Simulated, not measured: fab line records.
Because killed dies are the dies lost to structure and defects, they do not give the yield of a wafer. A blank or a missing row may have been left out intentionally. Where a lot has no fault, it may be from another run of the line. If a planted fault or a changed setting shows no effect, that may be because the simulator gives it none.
fab line records    flow n5Finfet
[record] lots = 3  wafers = 9  lastDay = 18
route steps=1938 shown FIN_SAQP@90 FIN_CUT@165 BEOL_M4@1111 PASSIVATION@1936
lots that met no fault: taken from a fault-free run of the same line
startH: hours from the record's first day to the start of the lot's first wafer shown    waitH: how many hours have passed since the lot's step before this one    " as in the row above    L1.1+2: a row that stands for several wafers    - no value, or no start given    * or withheld: withheld    < > ~ a bound
route shown NAME@n: NAME is a module with steps in the file, n the number in the route of the first one    usual: mean/standard deviation of fault-free wafers    same: alike in all rows    chamber/n: place in a boat    sites: readings site by site    _std_site: how widely they spread, as a standard deviation    _edge_site: outer sites' mean less inner sites'    radiusMm: for every site, how far away it sits from the centre of the wafer    mask NAME#n: copy n    behind: the last tool/chamber to shape the wafer    hold: cause of the lot's hold/its duration in hours/its outcome    device: which transistor (n, p or np) failed to switch    end of line: at the end of the route, the tests of the same wafers    a step given without rows: its recipe and nothing more    killed: dies that structure and defects cost at the first sort, which is not the same as the wafer's yield    map: dies across one wafer; x = killed, . = not, _ = none there
set.NAME: the setting as run; set.NAME@STEP: as run at that earlier step    model.NAME: the simulator's own value behind a step, which no gauge read
lots seen at some steps along the route; tables by step, rows by wafer
services: from which hour (startH, from the record's first day; less than 0 if before it) a tool's chamber was out of use, for how many hours, and why
[[steps]]
[step N5_FIN_SAQP_PRECLEAN_42]
[recipe] chemistry = O3/DIW  timeS = 60  tempC = 22  o3Ppm = 10
[step N5_FIN_SAQP_PRECLEAN_00]
[recipe] chemistry = SC1  timeS = 60  tempC = 55  mix = 1:2:50
[step N5_FIN_SAQP_PRECLEAN_44]
[recipe] chemistry = SC2  timeS = 45  tempC = 35  mix = 1:1:50
[step N5_FIN_SAQP_SRD_01]
[recipe] dry = ipaMarangoni  timeS = 30  tempC = 23  rinseLiquid = diw
[step N5_FIN_SAQP_ALD_61]
[recipe] material = SiO2  targetThkA = 40  tempC = 300  aldPrecursorFamily = BDEAS  aldCoReactant = O2-plasma  pulseTimeS = 1  purgeTimeS = 2  coReactantPurgeTimeS = 2  aldCycles = 43  pressureTorr = 2
[step N5_FIN_SAQP_DENSIFY_62]
[recipe] tempC = 700  timeS = 60  ambient = N2  idleTempC = 600  rampUpCPerS = 150  rampDownCPerS = 60  coolToC = 600
[step N5_FIN_SAQP_HM_DEP_03]
[recipe] material = SiNx  targetThkA = 380  tempC = 400  precursor = SiH4/NH3/N2  pressureTorr = 1.5  rfW = 300  timeS = 33.6
[step N5_FIN_SAQP_PECVD_47]
[recipe] material = a-Si  targetThkA = 450  tempC = 400  precursor = SiH4/He  pressureTorr = 3  rfW = 100  timeS = 36.3
[step N5_FIN_SAQP_PECVD_48]
[recipe] material = SiNx  targetThkA = 250  tempC = 400  precursor = SiH4/NH3/N2  pressureTorr = 1.5  rfW = 300  timeS = 22.1
[step N5_FIN_SAQP_PECVD_06]
[recipe] material = a-Si  targetThkA = 600  tempC = 400  precursor = SiH4/He  pressureTorr = 3  rfW = 100  timeS = 48.1
[step N5_FIN_SAQP_HM_DEP_72]
[recipe] material = SiO2  targetThkA = 120  tempC = 400  precursor = SiH4/N2O  pressureTorr = 0.75  rfW = 275  timeS = 7.2
[usual] heaterPowerW = 824/120  showerheadPlenumPTorr = 8.08/0.14
lot.wafer  tool      chamber  startH  waitH  heaterPowerW  showerheadPlenumPTorr
L797.3     pecvd-04  2        39.23   0.0    896           7.88
L797.5     "         0        "       "      1024          8.13
L797.6     "         1        "       "      849           8.01
L811.1     pecvd-04  1        125.02  0.0    855           8.00
L811.2     "         2        "       "      934           7.87
L811.3     "         0        "       "      1003          8.08
L814.2     pecvd-01  1        143.49  0.0    708           7.93
L814.4     "         0        "       "      770           8.08
L814.5     "         2        "       "      853           8.27
[step N5_FIN_SAQP_COAT_49]
[recipe] resist = SOC  tempC = 250  timeS = 60  spinRpm = 1500  resistThkNm = 100
[step N5_FIN_SAQP_COAT_50]
[recipe] resist = SiARC  tempC = 220  timeS = 60  spinRpm = 1500  resistThkNm = 35
[step N5_FIN_SAQP_COAT_10]
[recipe] resist = CAR-ArF  spinRpm = 1500  resistThkNm = 90
[step N5_FIN_SAQP_EBR_12]
[recipe] solvent = PGMEA  ebrWidthMm = 1.5
[step N5_FIN_SAQP_SOFTBAKE_11]
[recipe] tempC = 110  timeS = 60  resist = CAR-ArF
[step N5_FIN_SAQP_EXPOSE_13]
[recipe] maskId = FIN_CORE  na = 1.35  sourceShape = dipole  sigmaInner = 0.538  sigmaOuter = 0.738  polarization = te  targetCdNm = 35.6  doseMj = 63.25
[step N5_FIN_SAQP_PEB_14]
[recipe] pebTempC = withheld  pebTimeS = 60  resist = CAR-ArF
[step N5_FIN_SAQP_DEVELOP_15]
[recipe] developTimeS = 30  developer = TMAH  resist = CAR-ArF  devTempC = 23  rinseLiquid = diw  dry = airSpin
[step N5_FIN_SAQP_INSPECT_18]
[recipe] mode = adi  inspectInstrument = brightfield
[usual] rawDefectCount = 445/140
lot.wafer  tool              chamber  startH  waitH  rawDefectCount
L797.3     defectInspect-02  -        42.03   0.0    596
L797.5     "                 -        "       "      483
L797.6     "                 -        "       "      421
L811.1     defectInspect-02  -        125.53  0.0    657
L811.2     "                 -        "       "      913
L811.3     "                 -        "       "      500
L814.2     defectInspect-02  -        143.88  0.0    567
L814.4     "                 -        "       "      301
L814.5     "                 -        "       "      665
[step N5_FIN_SAQP_DESCUM_21]
[recipe] chemistry = O2  timeS = 7.9  sourcePowerW = 50  biasPowerW = 20  pressureMtorr = 20  rfFrequencyHz = 2.712e+07  tempC = 40  resist = CAR-ArF  o2FlowSccm = 225
[step N5_FIN_SAQP_ETCH_51]
[recipe] chemistry = CF4  target = SiARC  targetDepthA = 455  maskMaterial = CAR-ArF  timeS = 75.8  ionEnergyEv = 80  pressureMtorr = 40  sourceW = 545  biasW = 36  Ar_flow_sccm = 100  cf4FlowSccm = 100  ends = cleared
[step N5_FIN_SAQP_ETCH_52]
[recipe] chemistry = N2/H2  target = SOC  targetDepthA = 1000  overetchA = 200  maskMaterial = SiARC  tempC = 40  timeS = 150  ionEnergyEv = 200  pressureMtorr = 30  sourceW = 840  biasW = 150  n2FlowSccm = 200  h2FlowSccm = 200  ends = endPoint
[step N5_FIN_SAQP_STRIP_53]
[recipe] chemistry = N2/H2  tempC = 40  n2FlowSccm = 200  h2FlowSccm = 200  rfFrequencyHz = 6e+07
[step N5_FIN_SAQP_HM_OPEN_73]
[recipe] chemistry = CHF3/O2  target = SiO2  stopOn = a-Si  targetDepthA = 120  overEtchFrac = 1.8  maskMaterial = SOC  timeS = 16.8  pressureMtorr = 30  sourceW = 650  biasW = 170  Ar_flow_sccm = 200  CHF3_flow_sccm = 50  O2_flow_sccm = 5  ionEnergyEv = 200  ends = endPoint
[step N5_FIN_SAQP_STRIP_74]
[recipe] chemistry = CHF3/O2  resist = SiARC  rfFrequencyHz = 6e+07
[step N5_FIN_SAQP_MANDREL_ETCH_22]
[recipe] targetDepthA = 600  chemistry = HBr/Cl2  target = a-Si  stopOn = SiNx  btTimeS = 10  overEtchFrac = 0.5  timeS = 30  pressureMtorr = 10  icpW = 800  biasW = 75  HBr_flow_sccm = 150  Cl2_flow_sccm = 80  ends = endPoint
[step N5_FIN_SAQP_STRIP_55]
[recipe] chemistry = N2/H2  powerW = 500  tempC = 40  pressureMtorr = 50  rfFrequencyHz = 6e+07  overashFraction = 0.3  biasPowerW = 28  h2Frac = 0.5  n2FlowSccm = 300  h2FlowSccm = 300
[step N5_FIN_SAQP_STRIP_23]
[recipe] chemistry = SPM  timeS = 750  tempC = 130  h2so4H2o2VolRatio = 4
[step N5_FIN_SAQP_SRD_66]
[recipe] dry = ipaMarangoni  timeS = 30  tempC = 23  rinseLiquid = diw
[step N5_FIN_SAQP_RECESS_75]
[recipe] chemistry = HF/NH3  target = SiO2  targetDepthA = 144  afsCycles = 3  tempC = 30  sublimationTempC = 180  sublimationTimeS = 60
[step N5_FIN_SAQP_SPACER1_ALD_24]
[recipe] material = SiO2  targetThkA = 203  tempC = 300  aldPrecursorFamily = BDEAS  aldCoReactant = O2-plasma  pulseTimeS = 1  purgeTimeS = 2  coReactantPurgeTimeS = 2  aldCycles = 218  pressureTorr = 2
[step N5_FIN_SAQP_SPACER1_ETCHBACK_25]
[recipe] chemistry = CHF3/O2  mode = anisotropicEtchback  target = SiO2  targetDepthA = 244  timeS = 12.2  pressureMtorr = 30  sourceW = 650  biasW = 170  Ar_flow_sccm = 200  CHF3_flow_sccm = 50  O2_flow_sccm = 5  ionEnergyEv = 200
[step N5_FIN_SAQP_MANDREL1_REMOVE_56]
[recipe] chemistry = HBr/Cl2/O2  btTimeS = 10  target = a-Si  stopOn = SiNx  endpoint = OES-SiCl  overEtchFrac = 1  icpW = 600  biasW = 22  HBr_flow_sccm = 150  Cl2_flow_sccm = 80  O2_flow_sccm = 5  pressureMtorr = 10
[step N5_FIN_SAQP_ETCH_57]
[recipe] chemistry = CH3F/O2  target = SiNx  maskMaterial = SiO2  targetDepthA = 325  timeS = 46.4  pressureMtorr = 30  sourceW = 395  biasW = 73  Ar_flow_sccm = 150  CH3F_flow_sccm = 30  O2_flow_sccm = 20  ionEnergyEv = 120  ends = cleared
[step N5_FIN_SAQP_ETCH_65]
[recipe] chemistry = CF4  target = SiO2  targetDepthA = 40  ionEnergyEv = 350  timeS = 4.4  pressureMtorr = 10  icpW = 800  biasW = 400  cf4FlowSccm = 80
[step N5_FIN_SAQP_MANDREL_ETCH_58]
[recipe] chemistry = HBr/Cl2  target = a-Si  targetDepthA = 450  btTimeS = 10  stopOn = SiNx  maskMaterial = SiO2  overEtchFrac = 0.8  timeS = 27  pressureMtorr = 10  icpW = 800  biasW = 75  HBr_flow_sccm = 150  Cl2_flow_sccm = 80  ends = endPoint
[step N5_FIN_SAQP_INSPECT_40]
[recipe] inspectInstrument = brightfield  mode = aei
[usual] rawDefectCount = 233/72
lot.wafer  tool              chamber  startH  waitH  rawDefectCount
L797.3     defectInspect-02  -        51.09   0.0    241
L797.5     "                 -        "       "      323
L797.6     "                 -        "       "      248
L811.1     defectInspect-01  -        130.07  0.0    198
L811.2     "                 -        "       "      508
L811.3     "                 -        "       "      202
L814.2     defectInspect-01  -        149.03  0.0    254
L814.4     "                 -        "       "      190
L814.5     "                 -        "       "      334
[step N5_FIN_CUT_INSPECT_10]
[recipe] mode = adi  inspectInstrument = brightfield
[usual] rawDefectCount = 43/13
lot.wafer  tool              chamber  startH  waitH  rawDefectCount
L797.3     defectInspect-02  -        51.61   0.1    37
L797.5     "                 -        "       "      58
L797.6     "                 -        "       "      40
L811.1     defectInspect-02  -        130.58  0.1    54
L811.2     "                 -        "       "      353
L811.3     "                 -        "       "      43
L814.2     defectInspect-02  -        149.42  0.0    47
L814.4     "                 -        "       "      43
L814.5     "                 -        "       "      63
[step N5_FIN_CUT_INSPECT_17]
[recipe] inspectInstrument = brightfield  mode = aei
[usual] rawDefectCount = 234/68
lot.wafer  tool              chamber  startH  waitH  rawDefectCount
L797.3     defectInspect-02  -        52.56   0.0    237
L797.5     "                 -        "       "      321
L797.6     "                 -        "       "      230
L811.1     defectInspect-02  -        131.53  0.0    254
L811.2     "                 -        "       "      575
L811.3     "                 -        "       "      249
L814.2     defectInspect-02  -        150.72  0.0    297
L814.4     "                 -        "       "      255
L814.5     "                 -        "       "      414
[step N5_BEOL_M4_RC_MEAS_101]
[usual] DIBL_N = 35.9/1.4  DIBL_P = 35.9/1.7  IOFF_N = 0.160/0.026  IOFF_P = 0.21/0.036  ION_N = 672/11  ION_P = 461/8.1  SS_N = 71.4/0.54  SS_P = 73.2/0.67  VT_N = 249.3/2.7  VT_P = -250/3.9
lot.wafer  tool       chamber  startH  waitH  DIBL_N[mV/V]  DIBL_P[mV/V]  IOFF_N[nA/um]  IOFF_P[nA/um]  ION_N[uA/um]  ION_P[uA/um]  SS_N[mV/dec]  SS_P[mV/dec]  VT_N[mV]  VT_P[mV]
L797.3     prober-02  0        197.11  0.3    36.4          35.4          0.161          0.20           663           454           71.0          73.6          249.6     -252
L797.5     "          0        "       "      35.9          35.5          0.162          0.21           674           462           71.0          72.9          250.4     -249
L797.6     "          0        "       "      38.1          37.9          0.191          0.25           671           463           72.0          74.1          246.7     -246
L811.1     prober-02  0        260.94  0.0    35.9          34.7          0.152          0.22           664           459           71.1          73.4          249.3     -249
L811.2     "          0        "       "      37.0          36.9          0.172          0.27           663           461           71.4          73.1          246.3     -247
L811.3     "          0        "       "      35.3          35.3          0.155          0.24           676           473           70.9          72.8          247.6     -245
L814.2     prober-02  0        309.51  0.2    36.5          34.8          0.142          0.16           669           456           71.0          73.1          250.3     -257
L814.4     "          0        "       "      36.6          35.4          0.139          0.16           658           447           71.4          73.3          253.1     -257
L814.5     "          0        "       "      35.4          33.4          0.124          0.14           665           448           70.8          72.6          252.1     -257
[step N5_PASSIVATION_PROBE_49]
[usual] defectLimitedYield = 90.9/1.5  killed_at_M0_to_M3 = 35/10  killed_at_M4_up = 14/5.2  killedAtContacts = 13/7.3  killedAtFrontEnd = 42/12  killedAtOther = 3.4/2.5  killedDies = 108/18  killedOpen = 70/13  killedShort = 35/8  sort_bin_5_function = 5.4/1  sort_bin_6_memory = 3.4/0.71  sortNPass = 1072/18  sortYieldPct = 90.9/1.5
[same] grossDies = 1180  killedAtBackSide = 0  sort_bin_4_leakage[%] = 0  sort_bin_8_speed[%] = 0
lot.wafer  tool       chamber  startH  waitH  defectLimitedYield[%]  killed_at_M0_to_M3  killed_at_M4_up  killedAtContacts  killedAtFrontEnd  killedAtOther  killedDies  killedOpen  killedShort  sort_bin_5_function[%]  sort_bin_6_memory[%]  sortNPass  sortYieldPct[%]
L797.3     prober-02  -        295.08  0.1    92.0                   34                  10               7                 38                5              94          56          32           4.6                     3.1                   1086       92.0
L797.5     prober-02  -        295.18  0.2    91.0                   45                  19               5                 34                3              106         71          31           5.0                     3.6                   1074       91.0
L797.6     prober-02  -        295.23  0.3    91.0                   36                  20               12                29                9              106         64          39           5.3                     3.3                   1074       91.0
L811.1     prober-02  -        367.02  0.0    90.5                   39                  14               16                43                0              112         76          35           5.5                     3.2                   1068       90.5
L811.2     prober-02  -        367.07  0.1    81.4                   44                  13               22                140               0              219         79          32           11.5                    5.5                   961        81.4
L811.3     prober-02  -        367.12  0.1    88.9                   40                  12               18                58                3              131         84          44           6.9                     4.0                   1049       88.9
L814.2     prober-01  -        425.86  0.1    89.0                   42                  21               4                 61                2              130         81          47           5.8                     4.8                   1050       89.0
L814.4     prober-01  -        425.96  0.2    89.7                   30                  15               16                57                3              121         78          39           5.8                     4.3                   1059       89.7
L814.5     prober-01  -        426.01  0.2    90.5                   21                  19               21                49                2              112         61          46           5.8                     3.6                   1068       90.5
// killed by level:class
L797.3 FIN_SAQP:geometricParticle:open=17 BEOL_M0_SAQP:geometricParticle:short=10 FIN_SAQP:geometricParticle:short=7 MOL_CONTACT_COAG:geometricParticle:open=6 BEOL_M2:geometricParticle:open=6 BEOL_M3:geometricParticle:open=5 BEOL_M4:geometricParticle:open=5 BEOL_M1:geometricParticle:open=4
L797.5 BEOL_M0_SAQP:geometricParticle:short=13 BEOL_M0_SAQP:geometricParticle:open=12 BEOL_M4:geometricParticle:open=10 FIN_SAQP:geometricParticle:open=7 BEOL_M2:geometricParticle:open=7 BEOL_M1:geometricParticle:open=5 MOL_CONTACT_COAG:geometricParticle:open=5 FIN_SAQP:geometricParticle:short=4
L797.6 BEOL_M0_SAQP:geometricParticle:short=11 MOL_CONTACT_COAG:geometricParticle:open=9 BEOL_M0_SAQP:geometricParticle:open=6 BEOL_M0:geometricParticle:open=6 BEOL_M4:geometricParticle:open=6 FIN_SAQP:geometricParticle:open=5 FIN_SAQP:geometricParticle:short=4 BEOL_M2:geometricParticle:open=4
L811.1 FIN_SAQP:geometricParticle:open=16 MOL_CONTACT_COAG:geometricParticle:open=13 BEOL_M0_SAQP:geometricParticle:short=13 BEOL_M0_SAQP:geometricParticle:open=9 BEOL_M4:geometricParticle:open=7 BEOL_M2:geometricParticle:open=7 STI_FIN_REVEAL:geometricParticle:open=6 FIN_SAQP:geometricParticle:short=5
L811.2 FIN_SAQP:unspecified=106 MOL_CONTACT_COAG:geometricParticle:open=17 BEOL_M2:geometricParticle:open=14 FIN_SAQP:geometricParticle:open=9 BEOL_M0_SAQP:geometricParticle:short=9 BEOL_M0_SAQP:geometricParticle:open=6 BEOL_M3:geometricParticle:open=6 DUMMY_GATE:geometricParticle:open=4
L811.3 FIN_SAQP:geometricParticle:open=23 MOL_CONTACT_COAG:geometricParticle:open=14 BEOL_M2:geometricParticle:open=11 FIN_SAQP:geometricParticle:short=9 DUMMY_GATE:geometricParticle:open=9 BEOL_M0_SAQP:geometricParticle:short=7 BEOL_M1:geometricParticle:open=5 BEOL_M1:geometricParticle:short=4
L814.2 FIN_SAQP:geometricParticle:open=15 STI_FIN_REVEAL:geometricParticle:open=14 GATE_CUT:geometricParticle:short=12 BEOL_M2:geometricParticle:open=9 BEOL_M4:geometricParticle:open=8 FIN_SAQP:geometricParticle:short=6 BEOL_M3:geometricParticle:open=6 BEOL_M0:geometricParticle:open=5
L814.4 STI_FIN_REVEAL:geometricParticle:open=24 MOL_CONTACT_COAG:geometricParticle:open=12 BEOL_M0_SAQP:geometricParticle:short=8 STI_FIN_REVEAL:geometricParticle:short=7 DUMMY_GATE:geometricParticle:open=7 BEOL_M4:geometricParticle:open=6 BEOL_M0_SAQP:geometricParticle:open=5 BEOL_M1:geometricParticle:open=5
L814.5 MOL_CONTACT_COAG:geometricParticle:open=15 STI_FIN_REVEAL:geometricParticle:open=12 BEOL_M0_SAQP:geometricParticle:short=7 STI_FIN_REVEAL:geometricParticle:short=6 STARTING-WAFER:geometricParticle:short=6 FIN_SAQP:geometricParticle:open=5 GATE_CUT:geometricParticle:short=5 MOL_CONTACT_COAG:geometricParticle:short=5
// map L811.2 (x killed, . not)
_________________.x....x..x..________________
______________...x........x....._____________
___________...x..xx...........x....__________
__________....xx.....x...x.........._________
________.......x............x......x.._______
_______..x....x............x...........______
______.............x.x.x................_____
_____...x......x..................x....x.____
____......................................___
___............x.xx....xxx........x........__
___x..x...x....x....x.........x........x...__
__..............x...................x..x...._
__.....x.......x............x.x.......x....._
_..x..x.x..x......x..........................
_....x..................x...x.x.x............
_...........x......x...............xx.....x..
_.......x.................xx.................
_...................................x........
_....x....x....xxx..x..x....x...............x
_..........x.xxxx.............x........xx....
_.......xxxxxxxxx.x......x......x......x..x..
__......xxxxxxxxxxx.x........x.............._
__.......xxxxxxxxxx.xx......x.x............._
___x..xxxxxxxxxxxxx.xx.........x...........__
___.x.xxxxxxxxxxxxx.x............x.........__
____.xx.xxxxxxxxxxxx.xx...x...x.....x.....___
_____...xxxxxxxx.xx.x.x..................____
______.xxx.xxxx.xxxx......x............._____
_______....xxx.x.............x....x....______
________...x...x.x.........xx......x.._______
__________.x........x..............._________
___________.x......x...x...........__________
______________...............x.._____________
_________________............________________
// map L797.5 (x killed, . not)
_________________......x.....________________
______________.............x...x_____________
___________x.x........x.....x......__________
__________...............x.........._________
________............................x._______
_______x......................x........______
______............x...........x........._____
_____...x......x.x.......................____
____................x............x....x...___
___...xx...................................__
___..........xx..x.x.x...x....x.........x..__
__.........................x..x....x.x......_
__...x........x..........x.................._
_x..x...............x......................x.
_.x.........................x..xx............
_............................................
_..........x.......x......x..................
_............x..................x.....x......
_..x............xx.x.......x..........xx.....
_........x..........................x........
_x..x......x.....x..x.x.x.......x............
__.....x...x.x.............................._
__...........x.........x..............x....._
___..........x.........x..............x....__
___...............x........................__
____........x.x....x.....x................___
_____..x...x..............x.....x........____
______.............................x...._____
_______x....x........................xx______
________...............x.xx..x.......x_______
__________..........x....x.........._________
___________..............x.........__________
______________.....x..x.x.x....x_____________
_________________x....x.x....________________
[[services]]
tool      chamber  startH  hours  kind
pecvd-04  1        112.47  2.1    scheduledDown
[[key]]
[firstSign] step = N5_FIN_SAQP_INSPECT_18  reading = rawDefectCount  direction = up  sigmas = 3.3  usual = 445  struck = 913
[effect] step = N5_FIN_SAQP_INSPECT_40  reading = rawDefectCount  direction = up  sigmas = 3.8  usual = 233  struck = 508
[effect] step = N5_FIN_CUT_INSPECT_10  reading = rawDefectCount  direction = up  sigmas = 23  usual = 43  struck = 353
[effect] step = N5_FIN_CUT_INSPECT_17  reading = rawDefectCount  direction = up  sigmas = 5  usual = 234  struck = 575
[effect] step = N5_PASSIVATION_PROBE_49  reading = killedAtFrontEnd  direction = up  sigmas = 8.4  usual = 42  struck = 140
[moreKillsBornAt] N5_FIN_SAQP_HM_DEP_72@pecvd-04 = 106
metAt N5_FIN_SAQP_HM_DEP_72
struckWafers L811.2
onsetBetween 39.23 125.02
[fault] kind = chamberParticleSource  tool = pecvd-04  chamber = 2  onsetH = 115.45  steps = N5_FIN_SAQP_HM_DEP_72  ratePerVisitCm2 = 0.4571  endH = 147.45
